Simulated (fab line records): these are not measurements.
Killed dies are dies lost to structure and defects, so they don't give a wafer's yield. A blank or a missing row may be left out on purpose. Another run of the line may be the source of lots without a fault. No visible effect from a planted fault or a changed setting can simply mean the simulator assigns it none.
Matching of chambers :: flow n5-finfet :: 4 sister chambers for N5_BEOL_M10_DESCUM_16 on rie-diel-04
The step chemistry O2, time 7.9 s. 4 wafers are shown with their chamber, then 12 later ones without.

WAFERS, EACH WITH ITS CHAMBER
wafer: L086.4
chamber: 2
drypump-motor-current-A (A): 5.7

wafer: L089.2
chamber: 1
drypump-motor-current-A (A): 5.4

wafer: L089.4
chamber: 0
drypump-motor-current-A (A): 5.2

wafer: L089.5
chamber: 3
drypump-motor-current-A (A): 6.5

WAFERS WITH NO CHAMBER GIVEN
wafer: L091.3
drypump-motor-current-A (A): 5.2

wafer: L091.5
drypump-motor-current-A (A): 5.8

wafer: L091.6
drypump-motor-current-A (A): 5.3

wafer: L092.1
drypump-motor-current-A (A): 5.8

wafer: L092.2
drypump-motor-current-A (A): 5.4

wafer: L092.3
drypump-motor-current-A (A): 5.2

wafer: L095.1
drypump-motor-current-A (A): 5.2

wafer: L095.3
drypump-motor-current-A (A): 5.8

wafer: L095.6
drypump-motor-current-A (A): 5.4

wafer: L097.1
drypump-motor-current-A (A): 6.5

wafer: L097.3
drypump-motor-current-A (A): 5.2

wafer: L097.6
drypump-motor-current-A (A): 6.5

CHAMBER TAKEN BY EACH
wafer: L091.3
from the rows above: 0
in truth: 0

wafer: L091.5
from the rows above: 2
in truth: 2

wafer: L091.6
from the rows above: can't be placed: 0 or 1
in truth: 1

wafer: L092.1
from the rows above: 2
in truth: 2

wafer: L092.2
from the rows above: 1
in truth: 1

wafer: L092.3
from the rows above: 0
in truth: 0

wafer: L095.1
from the rows above: 0
in truth: 0

wafer: L095.3
from the rows above: 2
in truth: 2

wafer: L095.6
from the rows above: 1
in truth: 1

wafer: L097.1
from the rows above: 3
in truth: 3

wafer: L097.3
from the rows above: 0
in truth: 0

wafer: L097.6
from the rows above: 3
in truth: 3
Correctly placed: 11 of 12. Unplaceable from these rows: 1, with the true chamber sitting among the candidates in 1. Number placed wrongly: 0.
How it was worked out, from the rows above alone: a wafer's distance from a chamber is the root of the sum, over the readings, of the square of ((its reading less the chamber's mean) divided by the reading's scatter). If the next closest chamber is less than 2 further off than the closest, the wafer can't be placed; otherwise it belongs to the closest. For every chamber, the mean is computed from those of its wafers that are shown. The scatter: with one shown wafer a chamber, the root of the mean of the squares of how far each hidden wafer lies from its nearest shown one.
